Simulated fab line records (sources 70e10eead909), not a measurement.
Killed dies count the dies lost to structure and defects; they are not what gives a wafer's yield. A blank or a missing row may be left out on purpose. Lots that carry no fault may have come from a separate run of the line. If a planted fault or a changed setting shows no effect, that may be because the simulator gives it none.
A struck lot beside a sound one :: flow nand-harc :: 13 out of 1302 route steps
Sound: wafers L879.1, L879.4, L879.6. Struck: wafers L887.1, L887.2, L887.4. The cause is given at the end.
For every step that has rows: the tool of each side, followed by ch and its chambers, followed by its first start. Under that, the readings that differ: sound wafers :: struck wafers :: difference of the means :: sigmas: that difference in standard deviations of wafers without a fault.
alike: readings with means less than 2 such deviations apart, plus words and numbers identical on both sides. not compared: withheld readings, readings lacking a value on some wafer, bounds such as >300 that could conceal the same value, and numbers that have no deviation in the record and whose values overlap.
The two part at a step that has a row with sigmas, a row that says differs or no value, or rows on one side only. Numbers that don't overlap but have no deviation are shown without sigmas and don't part them. Lack of a reading on every wafer of one side parts them only where that side has two or more wafers.

NHARC_P_GATE_STRIP_101: strips in O2, time 20 s.
  sound on rie-diel-07 ch 0,3, day 7 03:32; struck on rie-diel-01 ch 0,1,2, day 10 11:03
  alike: drypump-motor-current-A, oes-product-au, rf-vpp-V, showerhead-plenum-p-Torr, throttle-valve-pct
  not compared: rf-hours-counter-h
then, 11 steps without rows for these wafers: NHARC_P_GATE_PRECLEAN_97 (cleans in SPM, time 600 s); NHARC_P_GATE_SRD_98; NHARC_P_GATE_PRECLEAN_99 (cleans in SC1); NHARC_P_GATE_SRD_100; NHARC_P_GATE_DEHYDRATE_38 (time 120 s); NHARC_P_GATE_HMDS_39 (time 30 s); NHARC_P_GATE_COAT_40; NHARC_P_GATE_SOFTBAKE_41 (time 95 s); NHARC_P_GATE_EBR_42; NHARC_P_GATE_EXPOSE_43 (exposes mask P NSD, target cd 720 nm); NHARC_P_GATE_PEB_44 (peb time 85 s).
NHARC_P_GATE_DEVELOP_45: time 70 s.
  struck on litho-track-03, day 10 11:00; sound on litho-track-05 ch 0, day 7 04:00
  no value came back on the struck wafers for chill-plate-temp-C (C), exhaust-pa (Pa); on the sound wafers chill-plate-temp-C (C) reads 23.00 23.13 23.12

== WHERE THEY PART ==
NHARC_P_GATE_DEVELOP_45 only, going by this record.

WHY: the cause the simulator had injected
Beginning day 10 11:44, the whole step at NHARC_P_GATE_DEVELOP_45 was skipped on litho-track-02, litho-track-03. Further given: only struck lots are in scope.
